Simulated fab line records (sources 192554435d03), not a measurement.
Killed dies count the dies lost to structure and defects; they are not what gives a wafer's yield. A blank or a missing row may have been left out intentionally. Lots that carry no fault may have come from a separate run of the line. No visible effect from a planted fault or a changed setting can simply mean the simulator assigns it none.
Matching of chambers ; flow n5-finfet ; N5_BEOL_M11_DESCUM_33 on rie-diel-03: 4 sister chambers
The step chemistry O2, time 7.9 s. 4 wafers are shown with their chamber, then 9 later ones without.

## WAFERS PAIRED WITH THEIR CHAMBERS
wafer;chamber;drypump-motor-current-A (A)
L086.3;3;6.6
L086.6;2;5.8
L093.5;1;6.0
L093.6;0;4.9

## WAFERS WITH NO CHAMBER GIVEN
wafer;drypump-motor-current-A (A)
L094.2;5.7
L094.3;6.6
L094.6;6.0
L096.1;4.9
L096.3;6.7
L096.5;6.0
L097.1;4.9
L097.2;6.1
L097.3;5.7

## CHAMBER TAKEN BY EACH
wafer;from the rows above;in truth
L094.2;2;2
L094.3;3;3
L094.6;1;1
L096.1;0;0
L096.3;3;3
L096.5;1;1
L097.1;0;0
L097.2;1;1
L097.3;2;2
9 of 9 placed correctly. Can't be placed from these rows: 0. Wrongly placed: 0.
How it was worked out, from the rows above alone: a wafer's distance from a chamber is the root of the sum, over the readings, of the square of ((its reading less the chamber's mean) divided by the reading's scatter). The wafer belongs to the nearest chamber; if the next one is less than 2 further off, it can't be placed. For every chamber, the mean is computed from those of its wafers that are shown. The scatter: with one shown wafer a chamber, the root of the mean of the squares of how far each hidden wafer lies from its nearest shown one.
